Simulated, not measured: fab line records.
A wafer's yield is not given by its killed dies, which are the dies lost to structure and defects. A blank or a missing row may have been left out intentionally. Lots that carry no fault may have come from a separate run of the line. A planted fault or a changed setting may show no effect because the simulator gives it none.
Chamber matching + flow n5Finfet + N5_BEOL_M9_DEP_56 on pecvd-02: 3 sister chambers
The step deposits SiCN from 3MS/NH3, target thk 15 nm, time 26.5 s. 6 wafers are shown with their chamber, then 8 later ones without.

## WAFERS PAIRED WITH THEIR CHAMBERS
| wafer  | chamber | throttleValvePct (%) | showerheadPlenumPTorr (Torr) |
|--------|---------|----------------------|------------------------------|
| L081.1 | 2       | 8.8                  | 3.639                        |
| L082.3 | 2       | 8.9                  | 3.650                        |
| L082.6 | 1       | 9.7                  | 3.630                        |
| L088.5 | 1       | 9.9                  | 3.645                        |
| L088.6 | 0       | 8.4                  | 3.666                        |
| L092.1 | 0       | 8.8                  | 3.671                        |

## WAFERS WHOSE CHAMBER IS MISSING
| wafer  | throttleValvePct (%) | showerheadPlenumPTorr (Torr) |
|--------|----------------------|------------------------------|
| L092.4 | 9.8                  | 3.637                        |
| L092.6 | 9.0                  | 3.659                        |
| L093.1 | 8.8                  | 3.667                        |
| L093.3 | 9.0                  | 3.638                        |
| L093.5 | 8.8                  | 3.670                        |
| L097.2 | 9.9                  | 3.643                        |
| L097.3 | 8.8                  | 3.673                        |
| L097.6 | 9.0                  | 3.664                        |

## CHAMBER TAKEN BY EACH
| wafer  | from the rows above     | in truth |
|--------|-------------------------|----------|
| L092.4 | 1                       | 1        |
| L092.6 | can't be placed: 2 or 0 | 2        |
| L093.1 | can't be placed: 0 or 2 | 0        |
| L093.3 | 2                       | 2        |
| L093.5 | 0                       | 0        |
| L097.2 | 1                       | 1        |
| L097.3 | 0                       | 0        |
| L097.6 | can't be placed: 0 or 2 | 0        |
Correctly placed: 5 of 8. From these rows, 3 cannot be placed; in 3 the true chamber is one of the candidates. 0 placed wrongly.
How it was worked out, from the rows above alone: a wafer's distance from a chamber is the root of the sum, over the readings, of the square of ((its reading less the chamber's mean) divided by the reading's scatter). The wafer belongs to the nearest chamber; if the next one is less than 2 further off, it can't be placed. A chamber's mean is the mean of its shown wafers. The scatter: the root of (the sum of the squares of (reading less its chamber's mean) over the shown wafers, divided by (wafers less chambers)).
